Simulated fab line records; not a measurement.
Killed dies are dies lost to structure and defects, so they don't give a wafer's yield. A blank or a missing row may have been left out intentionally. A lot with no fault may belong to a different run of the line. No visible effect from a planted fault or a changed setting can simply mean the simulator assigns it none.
Matching of chambers    flow n5 finfet    4 sister chambers for N5_SPACER0_ALD_07 on ald sin-04
The step deposits SiNx, target thk 2 nm. 4 wafers are shown with their chamber, then 7 later ones without.

## WAFERS WITH THEIR CHAMBER
wafer   chamber  heater power w (W)
L490.1  1        841
L490.2  3        798
L490.5  2        917
L491.2  0        765

## WAFERS WITH NO CHAMBER GIVEN
wafer   heater power w (W)
L491.6  963
L497.1  855
L497.5  870
L497.6  798
L498.2  859
L498.3  801
L498.6  789

## WHICH CHAMBER EACH WENT THROUGH
wafer   from the rows above           in truth
L491.6  2                             2
L497.1  can't be placed: 1 or 3       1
L497.5  can't be placed: 1 or 2 or 3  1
L497.6  can't be placed: 3 or 0 or 1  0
L498.2  can't be placed: 1 or 2 or 3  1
L498.3  can't be placed: 3 or 0 or 1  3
L498.6  can't be placed: 3 or 0 or 1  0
1 of 7 placed correctly. Can't be placed from these rows: 6 (the true chamber is among the candidates in 6). Placed wrongly: 0.
How it was worked out, from the rows above alone: a wafer's distance from a chamber is the root of the sum, over the readings, of the square of ((its reading less the chamber's mean) divided by the reading's scatter). If the next closest chamber is less than 2 further off than the closest, the wafer can't be placed; otherwise it belongs to the closest. A chamber's mean is the mean of its shown wafers. The scatter: with one shown wafer a chamber, the root of the mean of the squares of how far each hidden wafer lies from its nearest shown one.
